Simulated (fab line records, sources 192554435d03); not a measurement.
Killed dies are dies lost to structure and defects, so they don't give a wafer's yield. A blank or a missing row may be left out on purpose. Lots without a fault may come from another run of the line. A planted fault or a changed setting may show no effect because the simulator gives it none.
Problem report in the 8D (eight disciplines) form, filled by code | flow n5_finfet | the parts of the form that need people (team, actions taken, sign-off) are left out

1. THE PROBLEM
spin_speed_rpm at N5_BEOL_M8_COAT_59 reads a mean of 1831.3 rpm on 6 wafers of 2 lots; wafers without a fault read 1499.9 rpm with a standard deviation of 0.97. That is +99 or more standard deviations from the usual mean.
The step: time 60 s, resist thk 100 nm.
First seen on wafer L590.4, day 13 20:07, on litho_track-04. The record holds 36 wafers of 12 lots with a number at this step. Rule for "out", or "out of limits": more than 4 standard deviations from the usual mean. The other wafers with a number count as sound.

2. WHAT IT IS AND WHAT IT IS NOT
question                    | is                     | is not
which readings at this step | spin_speed_rpm         | dispense_pressure_kPa
which lots                  | L590, L593             | L574, L575, L577, L579, L580, L581, L583, L584, L594, L595
which wafers of those lots  | all that have a number | -
read on which tools         | litho_track-04         | litho_track-01, litho_track-05
when                        | from day 13 20:07      | up to then (24 sound wafers); but 6 sound wafers of L594, L595 came after

3. SUSPECTS, AND WHAT RULES EACH OUT
Counting: a tool at a process step up to the reading stays a suspect if it ran every lot that is out and no sound lot after the first of them.
- litho_track-04 at N5_BEOL_M8_COAT_59 (time 60 s, resist thk 100 nm): kept. It ran every lot that is out, first L590 (day 13 20:07), and no sound lot after that; its last sound lot up to then is L584 (day 12 09:09). Its own readings are out on those wafers: spin_speed_rpm.
Left after counting: litho_track-04 at N5_BEOL_M8_COAT_59.

4. THE CAUSE (what the simulator had put in)
Process parameter drift: litho_track-04, from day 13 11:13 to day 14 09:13, at N5_BEOL_M8_COAT_59. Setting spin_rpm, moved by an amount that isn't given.
Counting left only this tool.

5. THE CHAIN OF EFFECTS, in route order
Each row: a reading whose mean over the struck wafers that have a number lies more than 3 standard deviations from the usual. Only readings for which the record gives a usual standard deviation are gone through. hours: the time from each lot's start at the first step in this table that gives one to its start at this step, as a median over the lots. sigmas: the change in usual standard deviations.
hours | step               | reading        | usual      | on struck wafers | change | sigmas
0     | N5_BEOL_M8_COAT_59 | spin_speed_rpm | 1499.9 rpm | 1831.3           | +331.4 | +99 or more
The process steps in it:
- N5_BEOL_M8_COAT_59: time 60 s, resist thk 100 nm.

6. WHAT WOULD HAVE CAUGHT IT SOONER
In this record the first reading out of limits was taken at day 13 20:07, 9 hours after the fault began at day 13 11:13.
